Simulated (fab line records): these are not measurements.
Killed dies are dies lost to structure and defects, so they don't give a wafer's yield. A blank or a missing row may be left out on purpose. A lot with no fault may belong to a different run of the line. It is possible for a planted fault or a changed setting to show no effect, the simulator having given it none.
A struck lot beside a sound one / flow n5-finfet / 38 out of 1938 route steps
Sound: the wafers L454.2, L454.5, L454.6. The struck wafers were L457.3, L457.4, L457.6. The cause comes at the end.
At each step with rows: each side's tool, then ch and its chambers, then its first start. Under that, the readings that differ: sound wafers / struck wafers / difference of the means / sigmas: that difference in standard deviations of wafers without a fault.
alike: same words and numbers on both sides, and readings whose means sit less than 2 such deviations apart. not compared: any withheld reading, any reading some wafer has no value for, any bound like >300 that may hide the same value, and any number with overlapping values for which the record gives no deviation.
The two part at a step that has a row with sigmas, a row that says differs or no value, or rows on one side only. Numbers that don't overlap but have no deviation are shown without sigmas and don't part them. A reading that every wafer of one side lacks parts them only if that side has two wafers or more.

first, 9 steps without rows for these wafers: N5_BEOL_M2_COAT_22 (resist thk 30 nm); N5_BEOL_M2_EBR_24; N5_BEOL_M2_SOFTBAKE_23 (time 60 s); N5_BEOL_M2_EXPOSE_25 (exposes mask V1, defocus 5 nm); N5_BEOL_M2_PEB_26 (peb time 60 s); N5_BEOL_M2_DEVELOP_27 (develop time 30 s); N5_BEOL_M2_DESCUM_33 (chemistry O2, time 7 s); N5_BEOL_M2_ETCH_77 (etches underlayer in N2/H2, target depth 6.5 nm, time 5.2 s); N5_BEOL_M2_ETCH_69 (etches SiARC in CF4, target depth 15.6 nm, time 26 s).
N5_BEOL_M2_ALD_98: deposits SiO2, target thk 2.5 nm, pulse time 1 s, co reactant pulse time 1 s.
  sound on ald-sin-04 ch 0,3, day 9 04:36; struck on ald-sin-04 ch 0,2,3, day 10 01:43
  alike: chamber-pressure-Torr, heater-power-w, precursor-pulse-height-rel, susceptor-temp-C
  not compared: since-wet-clean-h
then, 27 steps without rows for these wafers: N5_BEOL_M2_ETCHBACK_99 (etches SiO2 in CHF3, target depth 5 nm, time 10.4 s); N5_BEOL_M2_ETCH_70 (etches SOC in N2/H2, target depth 80 nm, overetch 24 nm, time 130 s); N5_BEOL_M2_STRIP_71 (strips in N2/H2); N5_BEOL_M2_STRIP_78 (strips in N2/H2); N5_BEOL_M2_VIA_ETCH_34 (etches the open film in C4F6/O2, target depth 69.4 nm, time 65.9 s); N5_BEOL_M2_STRIP_83 (strips in C4F6/O2); N5_BEOL_M2_STRIP_36 (strips in N2/H2); N5_BEOL_M2_TRENCH_ETCH_37 (etches SiOC in C4F6/O2, target depth 55.555 nm, time 29.2 s); N5_BEOL_M2_ETCH_41 (etches SiCN in CH3F/O2, target depth 29.9 nm, time 52.5 s); N5_BEOL_M2_STRIP_97 (strips in N2/H2, time 10 s); N5_BEOL_M2_HM_STRIP_39 (strips TiN in peroxide tin strip, target depth 25 nm, time 158 s); N5_BEOL_M2_SRD_40 (time 30 s); N5_BEOL_M2_PRECLEAN_42 (cleans in residue remover, time 60 s); N5_BEOL_M2_SRD_43 (time 30 s); N5_BEOL_M2_DEGAS_44 (time 60 s); N5_BEOL_M2_PRE_CLEAN_45 (time 30 s); N5_BEOL_M2_ALD_84 (deposits TaN, pulse time 2 s, purge time 3 s, co reactant purge time 2 s); N5_BEOL_M2_SURFACE_TREAT_85; N5_BEOL_M2_CVD_47 (deposits Co from CCTBA/H2, target thk 3 nm, time 223.8 s); N5_BEOL_M2_SPUTTER_48 (material Cu, target thk 4.5 nm, time 8.29 s); N5_BEOL_M2_ANNEAL_49 (time 240 s); N5_BEOL_M2_SPUTTER_79 (material Cu, target thk 4.5 nm, time 8.29 s); N5_BEOL_M2_ANNEAL_80 (time 240 s); N5_BEOL_M2_SPUTTER_81 (material Cu, target thk 4.5 nm, time 8.29 s); N5_BEOL_M2_ANNEAL_82 (time 240 s); N5_BEOL_M2_SPUTTER_86 (material Cu, target thk 4.5 nm, time 8.29 s); N5_BEOL_M2_ANNEAL_87 (time 240 s).
-- a jump in the record: the struck wafers' starts before and after are 6 days apart (it breaks off in module BEOL_M2 and resumes in module PASSIVATION, where the first step shown is number 1936 of the route) --
N5_PASSIVATION_PROBE_49:
  the record has rows for the struck wafers here (prober-01, day 15 14:26) and none for the sound ones

== WHERE THEY PART ==
Within this record, at N5_PASSIVATION_PROBE_49 only.

WHY: whatever the simulator had introduced
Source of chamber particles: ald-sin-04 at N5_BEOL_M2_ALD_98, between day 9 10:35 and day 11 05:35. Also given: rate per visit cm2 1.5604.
